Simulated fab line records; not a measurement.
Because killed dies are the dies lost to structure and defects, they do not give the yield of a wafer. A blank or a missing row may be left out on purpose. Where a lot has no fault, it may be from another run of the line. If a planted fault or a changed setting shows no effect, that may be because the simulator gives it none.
Matching of chambers || flow nand_harc || NHARC_A_SLIT_ETCH_24 on rie_diel-07: 4 sister chambers
The step etches the open film in CF4/CHF3, target depth 121 nm, time 60.5 s. 14 wafers are shown with their chamber, then 7 later ones without.

## WAFERS PAIRED WITH THEIR CHAMBERS
{"wafer": "L972.2", "chamber": 0, "showerhead_plenum_p_Torr (Torr)": 1.49, "drypump_motor_current_A (A)": 5.7, "rf_vpp_V (V)": 366.5}
{"wafer": "L972.3", "chamber": 3, "showerhead_plenum_p_Torr (Torr)": 1.50, "drypump_motor_current_A (A)": 5.6, "rf_vpp_V (V)": 369.0}
{"wafer": "L972.5", "chamber": 0, "showerhead_plenum_p_Torr (Torr)": 1.49, "drypump_motor_current_A (A)": 5.7, "rf_vpp_V (V)": 365.6}
{"wafer": "L974.2", "chamber": 3, "showerhead_plenum_p_Torr (Torr)": 1.50, "drypump_motor_current_A (A)": 5.5, "rf_vpp_V (V)": 367.5}
{"wafer": "L974.3", "chamber": 0, "showerhead_plenum_p_Torr (Torr)": 1.49, "drypump_motor_current_A (A)": 5.7, "rf_vpp_V (V)": 366.0}
{"wafer": "L974.4", "chamber": 2, "showerhead_plenum_p_Torr (Torr)": 1.48, "drypump_motor_current_A (A)": 5.6, "rf_vpp_V (V)": 366.6}
{"wafer": "L979.2", "chamber": 1, "showerhead_plenum_p_Torr (Torr)": 1.68, "drypump_motor_current_A (A)": 5.0, "rf_vpp_V (V)": 374.3}
{"wafer": "L979.5", "chamber": 0, "showerhead_plenum_p_Torr (Torr)": 1.49, "drypump_motor_current_A (A)": 5.7, "rf_vpp_V (V)": 366.3}
{"wafer": "L979.6", "chamber": 1, "showerhead_plenum_p_Torr (Torr)": 1.68, "drypump_motor_current_A (A)": 5.0, "rf_vpp_V (V)": 374.8}
{"wafer": "L980.1", "chamber": 0, "showerhead_plenum_p_Torr (Torr)": 1.49, "drypump_motor_current_A (A)": 5.7, "rf_vpp_V (V)": 367.8}
{"wafer": "L980.4", "chamber": 2, "showerhead_plenum_p_Torr (Torr)": 1.48, "drypump_motor_current_A (A)": 5.6, "rf_vpp_V (V)": 367.4}
{"wafer": "L980.5", "chamber": 1, "showerhead_plenum_p_Torr (Torr)": 1.68, "drypump_motor_current_A (A)": 5.0, "rf_vpp_V (V)": 374.2}
{"wafer": "L985.1", "chamber": 0, "showerhead_plenum_p_Torr (Torr)": 1.48, "drypump_motor_current_A (A)": 5.7, "rf_vpp_V (V)": 368.0}
{"wafer": "L985.3", "chamber": 3, "showerhead_plenum_p_Torr (Torr)": 1.50, "drypump_motor_current_A (A)": 5.5, "rf_vpp_V (V)": 367.9}

SIGNATURES, as means of the wafers listed above
{"reading": "showerhead_plenum_p_Torr", "chamber 0": 1.4883, "chamber 1": 1.6800, "chamber 2": 1.4800, "chamber 3": 1.5000, "scatter within a chamber": 0.00289}
{"reading": "drypump_motor_current_A", "chamber 0": 5.700, "chamber 1": 5.000, "chamber 2": 5.600, "chamber 3": 5.533, "scatter within a chamber": 0.0258}
{"reading": "rf_vpp_V", "chamber 0": 366.700, "chamber 1": 374.433, "chamber 2": 367.000, "chamber 3": 368.133, "scatter within a chamber": 0.808}
Rule: a wafer's distance from a chamber is the root of the sum, over the readings, of the square of ((its reading less the chamber's mean) divided by the reading's scatter). If the next closest chamber is less than 2 further off than the closest, the wafer can't be placed; otherwise it belongs to the closest. The scatter: take each reading less its chamber's mean, square it, sum over the shown wafers, divide by the number of wafers less the number of chambers, and take the root.

## WAFERS WHOSE CHAMBER IS MISSING
{"wafer": "L985.5", "showerhead_plenum_p_Torr (Torr)": 1.48, "drypump_motor_current_A (A)": 5.6, "rf_vpp_V (V)": 367.5}
{"wafer": "L991.3", "showerhead_plenum_p_Torr (Torr)": 1.48, "drypump_motor_current_A (A)": 5.6, "rf_vpp_V (V)": 368.4}
{"wafer": "L991.4", "showerhead_plenum_p_Torr (Torr)": 1.68, "drypump_motor_current_A (A)": 5.0, "rf_vpp_V (V)": 374.1}
{"wafer": "L991.6", "showerhead_plenum_p_Torr (Torr)": 1.68, "drypump_motor_current_A (A)": 5.0, "rf_vpp_V (V)": 373.8}
{"wafer": "L992.1", "showerhead_plenum_p_Torr (Torr)": 1.49, "drypump_motor_current_A (A)": 5.5, "rf_vpp_V (V)": 368.7}
{"wafer": "L992.3", "showerhead_plenum_p_Torr (Torr)": 1.48, "drypump_motor_current_A (A)": 5.7, "rf_vpp_V (V)": 367.1}
{"wafer": "L992.6", "showerhead_plenum_p_Torr (Torr)": 1.68, "drypump_motor_current_A (A)": 5.0, "rf_vpp_V (V)": 373.9}

## THE CHAMBER EACH PASSED THROUGH
{"wafer": "L985.5", "from the rows above": 2, "in truth": 2}
{"wafer": "L991.3", "from the rows above": 2, "in truth": 2}
{"wafer": "L991.4", "from the rows above": 1, "in truth": 1}
{"wafer": "L991.6", "from the rows above": 1, "in truth": 1}
{"wafer": "L992.1", "from the rows above": "can't be placed: 3 or 2", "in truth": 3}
{"wafer": "L992.3", "from the rows above": "can't be placed: 0 or 2", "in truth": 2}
{"wafer": "L992.6", "from the rows above": 1, "in truth": 1}
Correctly placed: 5 of 7. Cannot be placed on the basis of these rows: 2; the candidates contain the true chamber in 2. 0 placed wrongly.
